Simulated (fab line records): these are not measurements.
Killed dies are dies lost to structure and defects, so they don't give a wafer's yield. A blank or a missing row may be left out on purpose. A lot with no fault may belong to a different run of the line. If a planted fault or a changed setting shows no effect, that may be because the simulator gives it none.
Split-lot experiment / flow n5Finfet / 39 wafers read from 7 lots, route of 1938 steps

## THE SPLIT ITSELF
At N5_MIM_BOT_ETCH_ETCH_04 (etches SiNx in CF4/O2, target depth 26 nm, time 13 s), the setting timeS was moved away from the recipe's 13 s on 15 of the 39 wafers read, by -26.5% to +39.2%. All remaining wafers had this setting at the recipe value.

Reading taken at the split's own step.

## THE READING
MIM_BOT_ETCH.cdOffsetNm (the simulator's own value, which no gauge read), in nm, at N5_MIM_BOT_ETCH_ETCH_04 (etches SiNx in CF4/O2, target depth 26 nm, time 13 s). The file gives no usual value for it. The 24 wafers here that ran the recipe average -0.0 nm, standard deviation 0.081 nm.

wafer=L078.1; tool, chamber at the split=rieDiel-01, 1; timeS as run, s=13; against the recipe=recipe; MIM_BOT_ETCH.cdOffsetNm, nm=0; against lot-mates on the recipe=-
wafer=L078.2; tool, chamber at the split=rieDiel-01, 3; timeS as run, s=15.22; against the recipe=+17.1%; MIM_BOT_ETCH.cdOffsetNm, nm=-0.2; against lot-mates on the recipe=-0.2
wafer=L078.3; tool, chamber at the split=rieDiel-01, 0; timeS as run, s=15.22; against the recipe=+17.1%; MIM_BOT_ETCH.cdOffsetNm, nm=-0.2; against lot-mates on the recipe=-0.2
wafer=L078.4; tool, chamber at the split=rieDiel-01, 2; timeS as run, s=15.22; against the recipe=+17.1%; MIM_BOT_ETCH.cdOffsetNm, nm=-0.2; against lot-mates on the recipe=-0.2
wafer=L078.5; tool, chamber at the split=rieDiel-01, 3; timeS as run, s=13; against the recipe=recipe; MIM_BOT_ETCH.cdOffsetNm, nm=0; against lot-mates on the recipe=-
wafer=L078.6; tool, chamber at the split=rieDiel-01, 2; timeS as run, s=13; against the recipe=recipe; MIM_BOT_ETCH.cdOffsetNm, nm=0; against lot-mates on the recipe=-
wafer=L075.1; tool, chamber at the split=rieDiel-06, 0; timeS as run, s=18.1; against the recipe=+39.2%; MIM_BOT_ETCH.cdOffsetNm, nm=-0.4; against lot-mates on the recipe=-0.3
wafer=L075.2; tool, chamber at the split=rieDiel-06, 3; timeS as run, s=13; against the recipe=recipe; MIM_BOT_ETCH.cdOffsetNm, nm=0; against lot-mates on the recipe=-
wafer=L075.3; tool, chamber at the split=rieDiel-06, 1; timeS as run, s=18.1; against the recipe=+39.2%; MIM_BOT_ETCH.cdOffsetNm, nm=-0.6; against lot-mates on the recipe=-0.5
wafer=L075.4; tool, chamber at the split=rieDiel-06, 2; timeS as run, s=13; against the recipe=recipe; MIM_BOT_ETCH.cdOffsetNm, nm=0; against lot-mates on the recipe=-
wafer=L075.5; tool, chamber at the split=rieDiel-06, 0; timeS as run, s=18.1; against the recipe=+39.2%; MIM_BOT_ETCH.cdOffsetNm, nm=-0.6; against lot-mates on the recipe=-0.5
wafer=L075.6; tool, chamber at the split=rieDiel-06, 1; timeS as run, s=13; against the recipe=recipe; MIM_BOT_ETCH.cdOffsetNm, nm=-0.2; against lot-mates on the recipe=-
wafer=L079.1; tool, chamber at the split=rieDiel-03, 0; timeS as run, s=13; against the recipe=recipe; MIM_BOT_ETCH.cdOffsetNm, nm=0; against lot-mates on the recipe=-
wafer=L079.2; tool, chamber at the split=rieDiel-03, 1; timeS as run, s=13; against the recipe=recipe; MIM_BOT_ETCH.cdOffsetNm, nm=0; against lot-mates on the recipe=-
wafer=L079.3; tool, chamber at the split=rieDiel-03, 3; timeS as run, s=13; against the recipe=recipe; MIM_BOT_ETCH.cdOffsetNm, nm=-0.2; against lot-mates on the recipe=-
wafer=L079.4; tool, chamber at the split=rieDiel-03, 2; timeS as run, s=13; against the recipe=recipe; MIM_BOT_ETCH.cdOffsetNm, nm=0; against lot-mates on the recipe=-
wafer=L079.5; tool, chamber at the split=rieDiel-03, 3; timeS as run, s=13; against the recipe=recipe; MIM_BOT_ETCH.cdOffsetNm, nm=-0.2; against lot-mates on the recipe=-
wafer=L079.6; tool, chamber at the split=rieDiel-03, 0; timeS as run, s=13; against the recipe=recipe; MIM_BOT_ETCH.cdOffsetNm, nm=0; against lot-mates on the recipe=-
wafer=L081.1; tool, chamber at the split=rieDiel-03, 1; timeS as run, s=13; against the recipe=recipe; MIM_BOT_ETCH.cdOffsetNm, nm=-0.2; against lot-mates on the recipe=-
wafer=L081.4; tool, chamber at the split=rieDiel-03, 2; timeS as run, s=13; against the recipe=recipe; MIM_BOT_ETCH.cdOffsetNm, nm=-0.2; against lot-mates on the recipe=-
wafer=L081.5; tool, chamber at the split=rieDiel-03, 0; timeS as run, s=13; against the recipe=recipe; MIM_BOT_ETCH.cdOffsetNm, nm=0; against lot-mates on the recipe=-
wafer=L086.1; tool, chamber at the split=rieDiel-06, 1; timeS as run, s=16.72; against the recipe=+28.6%; MIM_BOT_ETCH.cdOffsetNm, nm=-0.4; against lot-mates on the recipe=-0.4
wafer=L086.2; tool, chamber at the split=rieDiel-06, 2; timeS as run, s=16.72; against the recipe=+28.6%; MIM_BOT_ETCH.cdOffsetNm, nm=-0.4; against lot-mates on the recipe=-0.4
wafer=L086.3; tool, chamber at the split=rieDiel-06, 0; timeS as run, s=16.72; against the recipe=+28.6%; MIM_BOT_ETCH.cdOffsetNm, nm=-0.4; against lot-mates on the recipe=-0.4
wafer=L086.4; tool, chamber at the split=rieDiel-06, 3; timeS as run, s=13; against the recipe=recipe; MIM_BOT_ETCH.cdOffsetNm, nm=0; against lot-mates on the recipe=-
wafer=L086.5; tool, chamber at the split=rieDiel-06, 0; timeS as run, s=13; against the recipe=recipe; MIM_BOT_ETCH.cdOffsetNm, nm=0; against lot-mates on the recipe=-
wafer=L086.6; tool, chamber at the split=rieDiel-06, 1; timeS as run, s=13; against the recipe=recipe; MIM_BOT_ETCH.cdOffsetNm, nm=0; against lot-mates on the recipe=-
wafer=L091.1; tool, chamber at the split=rieDiel-06, 2; timeS as run, s=9.552; against the recipe=-26.5%; MIM_BOT_ETCH.cdOffsetNm, nm=0.4; against lot-mates on the recipe=+0.4
wafer=L091.2; tool, chamber at the split=rieDiel-06, 3; timeS as run, s=13; against the recipe=recipe; MIM_BOT_ETCH.cdOffsetNm, nm=0; against lot-mates on the recipe=-
wafer=L091.3; tool, chamber at the split=rieDiel-06, 1; timeS as run, s=13; against the recipe=recipe; MIM_BOT_ETCH.cdOffsetNm, nm=0; against lot-mates on the recipe=-
wafer=L091.4; tool, chamber at the split=rieDiel-06, 0; timeS as run, s=9.552; against the recipe=-26.5%; MIM_BOT_ETCH.cdOffsetNm, nm=0.2; against lot-mates on the recipe=+0.2
wafer=L091.5; tool, chamber at the split=rieDiel-06, 1; timeS as run, s=13; against the recipe=recipe; MIM_BOT_ETCH.cdOffsetNm, nm=0; against lot-mates on the recipe=-
wafer=L091.6; tool, chamber at the split=rieDiel-06, 0; timeS as run, s=9.552; against the recipe=-26.5%; MIM_BOT_ETCH.cdOffsetNm, nm=0.2; against lot-mates on the recipe=+0.2
wafer=L094.1; tool, chamber at the split=rieDiel-03, 3; timeS as run, s=13; against the recipe=recipe; MIM_BOT_ETCH.cdOffsetNm, nm=0; against lot-mates on the recipe=-
wafer=L094.2; tool, chamber at the split=rieDiel-03, 1; timeS as run, s=13; against the recipe=recipe; MIM_BOT_ETCH.cdOffsetNm, nm=0; against lot-mates on the recipe=-
wafer=L094.3; tool, chamber at the split=rieDiel-03, 0; timeS as run, s=16.56; against the recipe=+27.4%; MIM_BOT_ETCH.cdOffsetNm, nm=-0.4; against lot-mates on the recipe=-0.4
wafer=L094.4; tool, chamber at the split=rieDiel-03, 2; timeS as run, s=16.56; against the recipe=+27.4%; MIM_BOT_ETCH.cdOffsetNm, nm=-0.2; against lot-mates on the recipe=-0.2
wafer=L094.5; tool, chamber at the split=rieDiel-03, 0; timeS as run, s=13; against the recipe=recipe; MIM_BOT_ETCH.cdOffsetNm, nm=0; against lot-mates on the recipe=-
wafer=L094.6; tool, chamber at the split=rieDiel-03, 3; timeS as run, s=16.56; against the recipe=+27.4%; MIM_BOT_ETCH.cdOffsetNm, nm=-0.4; against lot-mates on the recipe=-0.4

THE FIT
A straight line over all 39 wafers: MIM_BOT_ETCH.cdOffsetNm changes by -0.0118 nm for each +1% of timeS; r = -0.93; the points scatter about the line by 0.082 nm.
The same after taking each lot's own level away (the mean of its wafers on the recipe; 39 wafers): -0.0118 nm for each +1%; r = -0.94; scatter 0.074 nm.
The reading moves by 0.46 nm for the largest change in timeS, on that fit.
From -0.13 to 0.00 nm: that is the span of the lots' own levels, equal to 1.6 times the standard deviation above.
The two slopes are in agreement: the lot-to-lot level therefore moves the slope only a little.
Check: for one of the wafers moved furthest among these (+39.2%), held out of the fit, the line's prediction against its lot-mates is -0.494 nm. Against them it came out at -0.333 nm.

## FURTHER SPLITS ON THESE WAFERS
Before the reading, these wafers also passed through other splits. Each is held against what the fit with the lots' levels taken away leaves over:
other split on the same wafers=N5_PMOS_HMC_CHANNEL_EPI_ETCH_38 targetDepthA; wafers away from the commonest value=12; r with MIM_BOT_ETCH.cdOffsetNm (lot level and that fit taken away)=-0.03
other split on the same wafers=N5_DUMMY_GATE_HM_DEP_06 timeS; wafers away from the commonest value=33; r with MIM_BOT_ETCH.cdOffsetNm (lot level and that fit taken away)=-0.05
other split on the same wafers=N5_MOL_CONTACT_COAG_ETCHBACK_135 timeS; wafers away from the commonest value=15; r with MIM_BOT_ETCH.cdOffsetNm (lot level and that fit taken away)=+0.05
other split on the same wafers=N5_BEOL_M4_DESCUM_16 timeS; wafers away from the commonest value=18; r with MIM_BOT_ETCH.cdOffsetNm (lot level and that fit taken away)=+0.00
other split on the same wafers=N5_BEOL_M6_ETCH_66 targetDepthA; wafers away from the commonest value=15; r with MIM_BOT_ETCH.cdOffsetNm (lot level and that fit taken away)=-0.14
other split on the same wafers=N5_BEOL_M11_ALD_74 aldCycles; wafers away from the commonest value=18; r with MIM_BOT_ETCH.cdOffsetNm (lot level and that fit taken away)=-0.17

## THE WHOLE CHAIN: every reading that the file lists as answering this split, in the file's order
step=N5_MIM_BOT_ETCH_ETCH_04; what it does=etches SiNx in CF4/O2, target depth 26 nm, time 13 s; reading=etch.depthNm (the simulator's own value, which no gauge read); change (the file's fit)=+0.256 nm for each +1% of the setting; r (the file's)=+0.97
step=N5_MIM_BOT_ETCH_ETCH_04; what it does=etches SiNx in CF4/O2, target depth 26 nm, time 13 s; reading=MIM_BOT_ETCH.cdOffsetNm (the simulator's own value, which no gauge read); change (the file's fit)=-0.012 nm for each +1% of the setting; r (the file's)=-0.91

## FILE'S OWN FIT
MIM_BOT_ETCH.cdOffsetNm changes by -0.012 nm for each +1% of timeS, r = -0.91.
